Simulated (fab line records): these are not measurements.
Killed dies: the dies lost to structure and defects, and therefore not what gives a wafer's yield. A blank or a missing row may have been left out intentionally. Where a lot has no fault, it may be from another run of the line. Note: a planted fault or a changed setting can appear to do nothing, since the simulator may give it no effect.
Matching of chambers	flow n5-finfet	rie-diel-04 running N5_BEOL_M12_ETCH_67: 4 sister chambers
The step etches SiARC in CF4, target depth 143 nm, time 238.3 s. 16 wafers are shown with their chamber, then 8 later ones without.

== WAFERS WITH THEIR CHAMBER ==
wafer	chamber	drypump-motor-current-A (A)	throttle-valve-pct (%)	showerhead-plenum-p-Torr (Torr)
L075.2	1	6.3	15.24	2.18
L075.4	0	6.2	16.06	2.13
L075.6	3	6.2	15.94	2.22
L081.3	0	6.2	16.07	2.13
L081.5	3	6.2	15.96	2.21
L081.6	2	4.9	15.43	2.29
L084.1	1	6.3	15.27	2.18
L084.3	0	6.2	16.08	2.12
L084.4	2	4.9	15.44	2.29
L089.1	1	6.3	15.29	2.17
L089.3	2	4.9	15.47	2.28
L089.6	1	6.3	15.29	2.17
L088.1	0	6.1	16.09	2.12
L088.3	1	6.3	15.29	2.17
L088.4	2	4.9	15.47	2.28
L091.1	1	6.3	15.29	2.17

SIGNATURES (averages over the wafers above)
reading	chamber 0	chamber 1	chamber 2	chamber 3	scatter within a chamber
drypump-motor-current-A	6.175	6.300	4.900	6.200	0.025
throttle-valve-pct	16.0750	15.2783	15.4525	15.9500	0.0184
showerhead-plenum-p-Torr	2.1250	2.1733	2.2850	2.2150	0.00565
Rule: a wafer lies at a distance from a chamber equal to the root of the sum of squares, over the readings, of (its reading less the chamber's mean, divided by the reading's scatter). If the next closest chamber is less than 2 further off than the closest, the wafer can't be placed; otherwise it belongs to the closest. The scatter: take each reading less its chamber's mean, square it, sum over the shown wafers, divide by the number of wafers less the number of chambers, and take the root.

== WAFERS WITHOUT THEIR CHAMBER ==
wafer	drypump-motor-current-A (A)	throttle-valve-pct (%)	showerhead-plenum-p-Torr (Torr)
L091.3	6.2	16.01	2.21
L091.4	4.9	15.46	2.28
L095.1	6.3	15.31	2.17
L095.2	4.9	15.50	2.28
L095.3	6.2	15.60	2.12
L094.2	4.9	15.50	2.28
L094.5	6.3	15.32	2.17
L094.6	6.2	15.61	2.12

== CHAMBER TAKEN BY EACH ==
wafer	from the rows above	in truth
L091.3	3	3
L091.4	2	2
L095.1	1	1
L095.2	2	2
L095.3	1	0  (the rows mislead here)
L094.2	2	2
L094.5	1	1
L094.6	1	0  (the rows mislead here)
6 of 8 placed correctly. Left unplaced by these rows: 0. Wrongly placed: 2.
